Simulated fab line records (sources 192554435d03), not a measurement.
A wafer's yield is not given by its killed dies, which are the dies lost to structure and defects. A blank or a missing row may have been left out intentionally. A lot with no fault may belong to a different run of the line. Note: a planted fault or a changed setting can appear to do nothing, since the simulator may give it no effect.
Matching of chambers ; flow n5_finfet ; 4 sister chambers for N5_BEOL_M7_DESCUM_16 on rie_diel-02
The step chemistry O2, time 7.9 s. 16 wafers are shown with their chamber, then 8 later ones without.

## WAFERS, EACH WITH ITS CHAMBER
wafer;chamber;showerhead_plenum_p_Torr (Torr);throttle_valve_pct (%);drypump_motor_current_A (A)
L074.1;1;2.01;20.72;5.6
L074.2;2;2.08;20.41;5.9
L074.3;0;2.15;20.13;5.6
L074.4;3;2.13;20.38;5.4
L074.5;2;2.08;20.40;5.9
L074.6;1;2.01;20.74;5.6
L082.1;3;2.13;20.39;5.3
L082.5;1;2.00;20.76;5.6
L082.6;2;2.08;20.41;5.9
L085.1;0;2.15;20.13;5.6
L085.3;2;2.08;20.41;5.9
L085.4;1;2.00;20.78;5.6
L084.1;1;2.00;20.78;5.6
L084.2;2;2.08;20.43;5.9
L084.3;0;2.15;20.15;5.6
L090.1;2;2.08;20.43;5.8

SIGNATURES (averages over the wafers above)
reading;chamber 0;chamber 1;chamber 2;chamber 3;scatter within a chamber
showerhead_plenum_p_Torr;2.1500;2.0040;2.0800;2.1300;0.00316
throttle_valve_pct;20.1367;20.7560;20.4150;20.3850;0.0178
drypump_motor_current_A;5.600;5.600;5.883;5.350;0.0333
Rule: for a wafer and a chamber, the distance is found by dividing, reading by reading, the gap between the wafer's reading and the chamber's mean by the reading's scatter, squaring, summing and taking the root. The wafer belongs to the nearest chamber; if the next one is less than 2 further off, it can't be placed. The scatter: take each reading less its chamber's mean, square it, sum over the shown wafers, divide by the number of wafers less the number of chambers, and take the root.

## WAFERS WITH NO CHAMBER GIVEN
wafer;showerhead_plenum_p_Torr (Torr);throttle_valve_pct (%);drypump_motor_current_A (A)
L090.2;2.00;20.78;5.6
L090.3;2.14;20.16;5.6
L091.1;2.12;20.42;5.3
L091.3;2.14;20.18;5.6
L091.6;2.14;20.16;5.6
L093.3;2.12;20.43;5.4
L093.4;2.00;20.79;5.6
L093.5;2.14;20.19;5.6

## CHAMBER TAKEN BY EACH
wafer;from the rows above;in truth
L090.2;1;1
L090.3;0;0
L091.1;3;3
L091.3;0;0
L091.6;0;0
L093.3;3;3
L093.4;1;1
L093.5;0;0
8 of 8 placed correctly. Left unplaced by these rows: 0. Wrongly placed: 0.
